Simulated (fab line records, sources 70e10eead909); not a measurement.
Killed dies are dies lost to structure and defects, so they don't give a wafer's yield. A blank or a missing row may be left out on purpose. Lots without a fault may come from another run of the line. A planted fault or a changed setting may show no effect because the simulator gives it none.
fab line records | flow nand_harc
record lots=5 wafers=15 last_day=33
route steps=1302 shown A_CHANNEL_HOLE_D1@450 END@1301
lots that met no fault: from a run of the same line without faults
start_h: hours from the record's first day to the start of the lot's first wafer shown | wait_h: hours since the lot's step before | " the same as in the row above | L1.1+2: a row that stands for several wafers | - no value, or no start given | * or withheld: withheld | < > ~ a bound
route shown NAME@n: a module of which the file shows steps, and the number in the route of the first | usual: mean/standard deviation of fault-free wafers | same: alike in all rows | chamber/n: place in a boat | sites: the reading at each site | _std_site: their standard deviation | _edge_site: outer sites' mean less inner sites' | radius_mm: how far each site lies from the wafer's centre | mask NAME#n: copy n | behind: the tool/chamber that last shaped the wafer | hold: why the lot was held/for how many hours/how that ended | device: the transistor (n, p or np) that didn't switch | end of line: the same wafers' tests at the end of the route | a step without rows: its recipe alone | killed: dies lost to structure and defects at the first sort, not the wafer's yield | map: a wafer's dies, x killed, . not, _ none there
set.NAME: the setting as run; set.NAME@STEP: as run at that earlier step | model.NAME: the simulator's own value behind a step, which no gauge read
lots at some steps of the route; a table a step, a row a wafer
services: from which hour (start_h, from the record's first day; less than 0 if before it) a tool's chamber was out of use, for how many hours, and why
## steps
# step NHARC_A_CHANNEL_HOLE_D1_DEP_00
# recipe target_thk_a=31000 temp_c=400 material=aC
# step NHARC_A_CHANNEL_HOLE_D1_DEP_01
# recipe target_thk_a=1400 target_thk_nm=140 temp_c=400 pressure_torr=3.5 flow_sccm=200 rf_w=350 material=SiON
# step NHARC_A_CHANNEL_HOLE_D1_DEHYDRATE_02
# recipe temp_c=150 time_s=120
# step NHARC_A_CHANNEL_HOLE_D1_HMDS_03
# recipe time_s=30
# step NHARC_A_CHANNEL_HOLE_D1_COAT_36
# recipe temp_c=260 time_s=75
# step NHARC_A_CHANNEL_HOLE_D1_COAT_37
# recipe temp_c=225 time_s=65
# step NHARC_A_CHANNEL_HOLE_D1_COAT_04
# recipe spin_rpm=1500 resist_thk_nm=90
# step NHARC_A_CHANNEL_HOLE_D1_SOFTBAKE_05
# recipe temp_c=105 time_s=55
# step NHARC_A_CHANNEL_HOLE_D1_EBR_06
# step NHARC_A_CHANNEL_HOLE_D1_EXPOSE_07
# recipe na=1.35 target_cd_nm=100 sigma_outer=0.3 dose_mj=59.65 mask_id=HOLE_D1
# usual exposure_dose_mJ_cm2=59.59/0.076 stage_vel_mm_s=499.95/0.21
# columns lot.wafer tool chamber start_h wait_h mask exposure_dose_mJ_cm2 stage_vel_mm_s
L608.1 arfi_scanner-03 0 203.04 - HOLE_D1#0 59.61 499.97
L608.5 " 0 " " HOLE_D1#0 59.55 499.85
L608.6 " 0 " " HOLE_D1#0 59.60 499.91
L611.1 arfi_scanner-03 0 233.74 - HOLE_D1#0 37.62 499.50
L611.2 " 0 " " HOLE_D1#0 37.62 499.82
L611.4 " 0 " " HOLE_D1#0 37.67 499.91
L613.1 arfi_scanner-03 0 247.55 - HOLE_D1#0 42.13 499.72
L613.2 " 0 " " HOLE_D1#0 42.11 499.84
L613.6 " 0 " " HOLE_D1#0 42.10 500.07
L615.2 arfi_scanner-03 0 262.71 - HOLE_D1#0 43.74 500.08
L615.3 " 0 " " HOLE_D1#0 43.80 499.88
L615.6 " 0 " " HOLE_D1#0 43.75 500.11
L629.1 arfi_scanner-02 0 406.35 - HOLE_D1#0 59.69 499.92
L629.5 " 0 " " HOLE_D1#0 59.57 499.98
L629.6 " 0 " " HOLE_D1#0 59.72 499.81
# step NHARC_A_CHANNEL_HOLE_D1_PEB_08
# recipe peb_temp_c=100 peb_time_s=65
# step NHARC_A_CHANNEL_HOLE_D1_DEVELOP_09
# recipe develop_time_s=35 dev_temp_c=23
# step NHARC_A_CHANNEL_HOLE_D1_CD_MEAS_10
# recipe target_cd_nm=100 landing_energy_ev=500
# usual cd_nm=100.3/0.6
# columns lot.wafer tool chamber start_h wait_h cd_nm
L608.1 cd_sem-01 0 203.18 - 100.5
L608.5 " 0 " " 100.0
L608.6 " 0 " " 100.5
L611.1 cd_sem-02 0 233.88 - 78.3
L611.2 " 0 " " 78.2
L611.4 " 0 " " 78.0
L613.1 cd_sem-03 0 247.69 - 83.2
L613.2 " 0 " " 83.0
L613.6 " 0 " " 83.7
L615.2 cd_sem-03 0 262.85 - 86.3
L615.3 " 0 " " 85.5
L615.6 " 0 " " 86.4
L629.1 cd_sem-03 0 406.49 - 100.4
L629.5 " 0 " " 99.8
L629.6 " 0 " " 100.0
# step NHARC_A_CHANNEL_HOLE_D1_DESCUM_15
# recipe time_s=3 o2_flow_sccm=200 ar_flow_sccm=0 bias_power_w=0 chemistry=O2
# usual drypump_motor_current_A=5.6/0.36 oes_product_au=1.005/0.012 rf_vpp_V=57.6/0.92 showerhead_plenum_p_Torr=1.89/0.079 throttle_valve_pct=11.312/0.0097
# same time_s=3
# columns lot.wafer tool chamber start_h wait_h drypump_motor_current_A oes_product_au rf_hours_counter_h rf_vpp_V showerhead_plenum_p_Torr throttle_valve_pct model.A_CHANNEL_HOLE_D1.cd_nm
L608.1 rie_diel-13 3 203.37 0.1 6.6 1.001 7 58.4 1.96 11.316 100.1
L608.6 " 3 " " 6.5 1.007 - 57.9 1.96 11.296 99.92
L608.5 " 0 " " 5.4 1.013 - 57.2 1.89 11.305 98.92
L611.1 rie_diel-13 0 234.07 0.1 5.4 0.996 19 56.4 1.88 11.301 77.27
L611.2 " 1 " " 5.6 0.994 19 60.0 1.93 11.292 78
L611.4 " 3 " " 6.6 0.990 21 58.0 1.96 11.303 77.36
L613.2 rie_diel-07 1 247.87 0.1 5.3 0.999 10 58.8 1.91 11.302 83.55
L613.1 " 3 " " 5.8 1.012 9 57.2 1.79 11.300 83.32
L613.6 " 1 " " 5.4 1.006 - 56.9 1.91 11.323 84.05
L615.2 rie_diel-07 3 263.05 0.1 5.8 1.017 10 56.8 1.79 11.323 86.08
L615.3 " 0 " " 5.0 1.014 11 58.0 2.01 11.307 84.51
L615.6 " 1 " " 5.3 1.002 - 57.6 1.91 11.310 86.78
L629.1 rie_diel-02 0 406.69 0.1 5.6 0.999 0 57.6 1.83 11.325 100.2
L629.6 " 2 " " 5.6 0.984 - 57.7 1.80 11.322 100.1
L629.5 " 3 " " 5.7 1.024 - 57.6 1.85 11.319 99.93
# step NHARC_A_CHANNEL_HOLE_D1_ETCH_38
# recipe target_depth_a=390 over_etch_frac=0.3 time_s=65 ion_energy_ev=80 cf4_flow_sccm=150 ar_flow_sccm=0 rf_w=300 bias_w=100 chemistry=CF4
# step NHARC_A_CHANNEL_HOLE_D1_ETCH_39
# recipe target_depth_a=2600 over_etch_frac=0.3 time_s=325 ion_energy_ev=200 n2_flow_sccm=150 h2_flow_sccm=150 ar_flow_sccm=0 rf_w=400 bias_w=150 chemistry=N2/H2
# step NHARC_A_CHANNEL_HOLE_D1_ETCH_34
# recipe target_depth_a=1540 time_s=77 cf4_flow_sccm=100 chf3_flow_sccm=30 ar_flow_sccm=0 rf_w=500 bias_w=200 chemistry=CF4/CHF3
# step NHARC_A_CHANNEL_HOLE_D1_ETCH_16
# recipe target_depth_a=31000 over_etch_frac=0.3 time_s=806 ion_energy_ev=150 o2_flow_sccm=400 cos_flow_sccm=20 ar_flow_sccm=0 rf_w=500 bias_w=300 chemistry=O2/COS
# step NHARC_A_CHANNEL_HOLE_D1_CD_MEAS_18
# usual cd_nm=99/3.1
# columns lot.wafer tool chamber start_h wait_h cd_nm
L608.1 cd_sem-03 - 204.48 - 101
L608.5 " - " " 93
L608.6 " - " " 99
L611.1 cd_sem-02 - 235.17 - 75
L611.2 " - " " 77
L611.4 " - " " 74
L613.1 cd_sem-03 - 248.98 - 84
L613.2 " - " " 81
L613.6 " - " " 84
L615.2 cd_sem-03 - 264.14 - 84
L615.3 " - " " 86
L615.6 " - " " 87
L629.1 cd_sem-01 - 407.91 - 95
L629.5 " - " " 103
L629.6 " - " " 98
# step NHARC_A_CHANNEL_HOLE_D1_ETCH_19
# recipe bias_v=1200 source_w=2500 pressure_mtorr=15 time_s=34.5 ar_flow_sccm=375 c4f8_flow_sccm=28.8 o2_flow_sccm=96.2 temp_c=-20 target_depth_a=* chemistry=C4F8/O2/Ar
# step NHARC_A_CHANNEL_HOLE_D1_ETCH_20
# recipe bias_v=3000 source_w=withheld pressure_mtorr=20 time_s=361.9 ar_flow_sccm=375 c4f8_flow_sccm=89.3 o2_flow_sccm=35.7 temp_c=-20 target_depth_a=16000 chemistry=C4F8/O2/Ar
# step NHARC_A_CHANNEL_HOLE_D1_ETCH_21
# recipe bias_v=3000 source_w=withheld pressure_mtorr=20 time_s=514.3 ar_flow_sccm=375 c4f8_flow_sccm=89.3 o2_flow_sccm=35.7 temp_c=-20 target_depth_a=16000 chemistry=C4F8/O2/Ar
# step NHARC_A_CHANNEL_HOLE_D1_ETCH_22
# recipe bias_v=3000 source_w=withheld pressure_mtorr=20 time_s=666.7 ar_flow_sccm=375 c4f8_flow_sccm=89.3 o2_flow_sccm=35.7 temp_c=-20 target_depth_a=16000 chemistry=C4F8/O2/Ar
# step NHARC_A_CHANNEL_HOLE_D1_ETCH_23
# recipe bias_v=5000 source_w=withheld pressure_mtorr=20 time_s=819 ar_flow_sccm=375 c4f8_flow_sccm=89.3 o2_flow_sccm=35.7 temp_c=-20 target_depth_a=16000 chemistry=C4F8/O2/Ar
# step NHARC_A_CHANNEL_HOLE_D1_ETCH_24
# recipe bias_v=5000 source_w=withheld pressure_mtorr=20 time_s=906.2 ar_flow_sccm=375 c4f8_flow_sccm=93.8 o2_flow_sccm=31.2 temp_c=-20 target_depth_a=15000 chemistry=C4F8/O2/Ar
# step NHARC_A_CHANNEL_HOLE_D1_ETCH_25
# recipe bias_v=5000 source_w=withheld pressure_mtorr=20 time_s=1040.2 ar_flow_sccm=375 c4f8_flow_sccm=93.8 o2_flow_sccm=31.2 temp_c=-20 target_depth_a=15000 chemistry=C4F8/O2/Ar
# step NHARC_A_CHANNEL_HOLE_D1_ETCH_26
# recipe bias_v=300 source_w=2000 pressure_mtorr=30 time_s=224.1 ar_flow_sccm=375 c4f8_flow_sccm=11.4 o2_flow_sccm=113.6 temp_c=-20 target_depth_a=3000 chemistry=C4F8/O2/Ar
# step NHARC_A_CHANNEL_HOLE_D1_ETCH_33
# recipe bias_v=400 source_w=2000 pressure_mtorr=25 time_s=90 ar_flow_sccm=375 c4f8_flow_sccm=41.7 o2_flow_sccm=83.3 temp_c=-20 target_depth_a=4000 chemistry=C4F8/O2/Ar
# step NHARC_A_CHANNEL_HOLE_D1_STRIP_41
# recipe n2_flow_sccm=150 h2_flow_sccm=150 ar_flow_sccm=0 bias_w=0 chemistry=N2/H2
# step NHARC_A_CHANNEL_HOLE_D1_STRIP_42
# recipe cf4_flow_sccm=100 chf3_flow_sccm=30 ar_flow_sccm=0 bias_w=0 chemistry=CF4/CHF3
# step NHARC_A_CHANNEL_HOLE_D1_STRIP_43
# recipe o2_flow_sccm=400 cos_flow_sccm=20 ar_flow_sccm=0 bias_w=0 chemistry=O2/COS
# step NHARC_A_CHANNEL_HOLE_D1_ETCH_44
# recipe target_depth_a=1400 overetch_a=140 time_s=77 ion_energy_ev=100 cf4_flow_sccm=80 o2_flow_sccm=20 ar_flow_sccm=0 rf_w=300 bias_w=100 chemistry=CF4/O2
# usual drypump_motor_current_A=5.6/0.32 oes_o_777_au=1.000/0.0043 oes_product_au=1.009/0.0094 rf_vpp_V=197.4/1.5 showerhead_plenum_p_Torr=1.31/0.054 throttle_valve_pct=13.397/0.0097
# same time_s=77
# columns lot.wafer tool chamber start_h wait_h drypump_motor_current_A oes_o_777_au oes_product_au rf_hours_counter_h rf_vpp_V showerhead_plenum_p_Torr throttle_valve_pct model.A_CHANNEL_HOLE_D1.cd_nm
L608.1 rie_diel-07 3 211.13 0.1 5.8 0.994 1.015 7 198.2 1.25 13.414 91.41
L608.6 " 1 " " 5.3 0.996 1.005 - 196.4 1.33 13.394 89.35
L608.5 " 2 " " 5.8 1.000 0.998 - 197.2 1.29 13.399 88.16
L611.1 rie_diel-07 2 240.31 0.4 5.8 0.997 1.022 9 197.5 1.29 13.407 65.47
L611.2 " 0 " " 5.1 0.994 1.013 9 198.9 1.40 13.380 65.84
L611.4 " 1 " " 5.3 0.999 1.003 10 198.5 1.33 13.403 66.84
L613.2 rie_diel-07 2 253.77 0.1 5.8 1.002 1.011 11 197.7 1.29 13.400 69.75
L613.1 " 1 " " 5.3 0.995 1.008 11 196.2 1.33 13.391 71.99
L613.6 " 3 " " 5.8 0.996 1.019 - 195.6 1.25 13.382 73.57
L615.2 rie_diel-07 3 273.15 0.1 5.8 1.007 1.008 12 196.8 1.25 13.408 76.49
L615.3 " 2 " " 5.8 1.002 1.005 - 197.1 1.29 13.396 73.47
L615.6 " 2 " " 5.7 0.995 1.009 - 197.9 1.29 13.391 74.25
L629.1 rie_diel-07 1 414.54 0.1 5.3 1.001 0.998 9 197.5 1.33 13.387 93.36
L629.5 " 1 " " 5.3 1.002 1.008 - 197.6 1.33 13.403 92.51
L629.6 " 2 " " 5.8 1.012 1.015 - 198.4 1.29 13.386 88.88
# step NHARC_A_CHANNEL_HOLE_D1_STRIP_27
# recipe o2_flow_sccm=500 ar_flow_sccm=0 bias_w=0 chemistry=O2
# step NHARC_A_CHANNEL_HOLE_D1_PRECLEAN_28
# recipe time_s=* temp_c=50 bath_age_min=0 chemistry=SC1
# step NHARC_A_CHANNEL_HOLE_D1_SRD_29
# step NHARC_A_CHANNEL_HOLE_D1_CD_MEAS_30
# usual cd_nm=89.5/1.8
# columns lot.wafer tool chamber start_h wait_h cd_nm
L608.1 cd_sem-01 - 211.91 - 90.9
L608.5 " - " " 87.6
L608.6 " - " " 89.2
L611.1 cd_sem-02 - 241.10 - 65.2
L611.2 " - " " 65.3
L611.4 " - " " 67.0
L613.1 cd_sem-03 - 254.56 - 72.3
L613.2 " - " " 69.8
L613.6 " - " " 73.6
L615.2 cd_sem-03 - 274.77 - 76.4
L615.3 " - " " 73.1
L615.6 " - " " 74.1
L629.1 cd_sem-03 - 415.34 - 93.2
L629.5 " - " " 92.0
L629.6 " - " " 89.6
# step NHARC_A_CHANNEL_HOLE_D1_XSEM_31
# recipe landing_energy_ev=35000
# usual bot_cd_nm=73.9/1.8 bow_nm=8.61/0.23 tilt_deg=0.07/0.05
# columns lot.wafer tool chamber start_h wait_h bot_cd_nm bow_nm tilt_deg
L608.1 xsem-02 0 212.00 0.1 74.2 8.28 0.07
L608.5 " 0 " " 71.2 8.22 0.07
L608.6 " 0 " " 72.7 8.30 0.07
L611.1 xsem-02 0 241.19 0.1 50.0 8.57 0.09
L611.2 " 0 " " 50.1 8.54 0.09
L611.4 " 0 " " 51.3 8.58 0.09
L613.1 xsem-01 0 254.64 0.1 55.8 8.61 -0.02
L613.2 " 0 " " 53.6 8.56 -0.02
L613.6 " 0 " " 57.8 8.58 -0.02
L615.2 xsem-02 0 274.86 0.1 60.9 8.78 0.02
L615.3 " 0 " " 57.5 8.67 0.02
L615.6 " 0 " " 58.7 8.73 0.02
L629.1 xsem-02 0 415.43 0.1 77.5 8.67 0.07
L629.5 " 0 " " 76.5 8.77 0.07
L629.6 " 0 " " 74.3 8.65 0.07
# step NHARC_END_WLT_00
# usual VT_DECK1_BOTTOM=0.872/0.0083 VT_DECK1_BOTTOM_INNER=0.872/0.0092 VT_DECK1_MEDIAN_NEAR_BOTTOM=0.873/0.0093 VT_DECK1_MEDIAN_NEAR_BOTTOM_INNER=0.873/0.0089 VT_DECK1_MIDDLE=0.886/0.0083 VT_DECK1_MIDDLE_INNER=0.887/0.0083 VT_DECK1_TOP=0.899/0.0081 VT_DECK1_TOP_INNER=0.899/0.0084 VT_DECK2_BOTTOM=0.872/0.0078 VT_DECK2_BOTTOM_INNER=0.872/0.0087 VT_DECK2_MEDIAN_NEAR_BOTTOM=0.872/0.009 VT_DECK2_MEDIAN_NEAR_BOTTOM_INNER=0.873/0.0085 VT_DECK2_MIDDLE=0.885/0.0073 VT_DECK2_MIDDLE_INNER=0.884/0.0071 VT_DECK2_TOP=0.897/0.0066 VT_DECK2_TOP_INNER=0.896/0.0065
# columns lot.wafer tool chamber start_h wait_h VT_DECK1_BOTTOM VT_DECK1_BOTTOM_INNER VT_DECK1_MEDIAN_NEAR_BOTTOM VT_DECK1_MEDIAN_NEAR_BOTTOM_INNER VT_DECK1_MIDDLE VT_DECK1_MIDDLE_INNER VT_DECK1_TOP VT_DECK1_TOP_INNER VT_DECK2_BOTTOM VT_DECK2_BOTTOM_INNER VT_DECK2_MEDIAN_NEAR_BOTTOM VT_DECK2_MEDIAN_NEAR_BOTTOM_INNER VT_DECK2_MIDDLE VT_DECK2_MIDDLE_INNER VT_DECK2_TOP VT_DECK2_TOP_INNER
L608.1 prober-01 - 575.89 0.0 0.878 0.870 0.869 0.874 0.878 0.881 0.904 0.900 0.875 0.871 0.879 0.876 0.886 0.882 0.894 0.890
L608.5 " - 577.89 2.0 0.863 0.863 0.859 0.869 0.885 0.883 0.891 0.889 0.866 0.873 0.866 0.867 0.880 0.889 0.904 0.895
L608.6 " - " " 0.859 0.859 0.874 0.867 0.876 0.879 0.890 0.890 0.876 0.877 0.882 0.870 0.894 0.894 0.896 0.898
L615.2 prober-02 - 637.52 0.6 0.820 0.816 0.819 0.824 0.834 0.839 0.854 0.854 0.877 0.870 0.871 0.869 0.896 0.885 0.900 0.899
L615.3 " - " " 0.800 0.807 0.809 0.807 0.828 0.828 0.850 0.853 0.875 0.871 0.874 0.880 0.885 0.884 0.903 0.900
L615.6 " - 639.51 2.5 0.814 0.810 0.804 0.814 0.830 0.835 0.855 0.856 0.885 0.883 0.888 0.880 0.883 0.902 0.908 0.900
L613.1 prober-01 - 644.72 7.8 0.803 0.801 0.801 0.802 0.817 0.826 0.851 0.840 0.881 0.885 0.882 0.884 0.889 0.889 0.903 0.905
L613.6 " - 647.19 10.2 0.809 0.809 0.811 0.812 0.838 0.821 0.849 0.845 0.884 0.884 0.886 0.885 0.887 0.889 0.908 0.903
L629.1 prober-01 - 790.88 0.0 0.875 0.890 0.877 0.877 0.894 0.882 0.905 0.903 0.866 0.865 0.866 0.871 0.881 0.882 0.897 0.900
L629.5 " - 792.90 2.1 0.873 0.878 0.881 0.876 0.890 0.880 0.894 0.901 0.866 0.877 0.880 0.873 0.889 0.883 0.908 0.901
L629.6 " - " " 0.871 0.875 0.878 0.875 0.876 0.890 0.901 0.900 0.873 0.865 0.867 0.875 0.878 0.884 0.897 0.895
## services
# columns tool chamber start_h hours kind
arfi_scanner-02 - 195.75 0.5 repair
arfi_scanner-03 - 196.17 4.0 pm
rie_diel-07 0 199.91 - clean
rie_diel-07 1 199.91 - clean
rie_diel-07 2 199.91 - clean
rie_diel-07 3 199.91 - clean
rie_diel-02 1 204.14 16.0 repair
rie_diel-02 - 216.81 9.0 pm
rie_diel-07 0 224.41 - clean
rie_diel-13 2 256.24 3.6 repair
rie_diel-13 0 265.24 8.2 repair
rie_diel-07 1 265.50 10.0 repair
arfi_scanner-02 - 283.21 0.7 repair
rie_diel-07 - 294.41 9.0 pm
arfi_scanner-02 - 315.86 4.0 pm
rie_diel-13 - 342.98 9.0 pm
rie_diel-02 1 355.00 3.3 repair
rie_diel-13 0 366.74 5.3 repair
arfi_scanner-03 - 368.17 4.0 pm
rie_diel-13 - 369.69 2.0 repair
xsem-01 - 374.00 14.0 pm
rie_diel-02 - 393.83 9.0 pm
rie_diel-02 3 406.93 23.0 repair
rie_diel-13 1 415.40 12.0 repair
## key
first_sign step=NHARC_A_CHANNEL_HOLE_D1_EXPOSE_07 reading=exposure_dose_mJ_cm2 direction=down sigmas=99+ usual=59.59 struck=41.17
effect step=NHARC_A_CHANNEL_HOLE_D1_CD_MEAS_10 reading=cd_nm direction=down sigmas=30 usual=100.3 struck=82.5 through=control_loop
effect step=NHARC_A_CHANNEL_HOLE_D1_CD_MEAS_18 reading=cd_nm direction=down sigmas=5.5 usual=99 struck=81 through=control_loop
effect step=NHARC_A_CHANNEL_HOLE_D1_CD_MEAS_30 reading=cd_nm direction=down sigmas=11 usual=89.5 struck=70.8 through=control_loop
effect step=NHARC_A_CHANNEL_HOLE_D1_XSEM_31 reading=bot_cd_nm direction=down sigmas=10 usual=73.9 struck=55.1 through=control_loop
effect step=NHARC_END_WLT_00 reading=VT_DECK1_BOTTOM direction=down sigmas=7.5 usual=0.872 struck=0.809
model_effect step=NHARC_A_CHANNEL_HOLE_D1_DESCUM_15 value=A_CHANNEL_HOLE_D1.cd_nm without=100.1 struck=82.33
model_effect step=NHARC_A_CHANNEL_HOLE_D1_ETCH_44 value=A_CHANNEL_HOLE_D1.cd_nm without=88.65 struck=70.85
met_at NHARC_A_CHANNEL_HOLE_D1_EXPOSE_07
struck_wafers L611.1,L611.2,L611.4,L613.1,L613.2,L613.6,L615.2,L615.3,L615.6
later_rows_left_out L611.1,L611.2,L611.4,L613.2
sort_left_out L611.1,L611.2,L611.4,L613.1,L613.2,L613.6,L615.2,L615.3,L615.6
tester_left_out L611,L613,L615
loop_trim step=NHARC_A_CHANNEL_HOLE_D1_EXPOSE_07 setting=dose lots=L613,L615
onset_between 203.04 233.74
fault kind=process_parameter_drift tool=arfi_scanner-03 chamber=- onset_h=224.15 steps=NHARC_A_CHANNEL_HOLE_D1_EXPOSE_07 channel=dose_mj offset=-21.9 shape=step acts_in=these_recipes_only stated=59.65
# tester_left_out: of these lots the tester's yield and bins aren't shown, on N5 and GAA mostly nor the transistor test; their killed dies are dies lost to structure and defects alone, not to doping, threshold or leakage, so they don't give the yield
# sort_left_out: the simulated sort isn't trusted on such a fault, so these wafers' sort isn't shown, and their yield isn't known
# later_rows_left_out: the simulator's readings of these wafers behind a module that went badly wrong aren't trusted and aren't shown, but for the sort
# loop_trim: a control loop set the setting to another value than it would have without faults
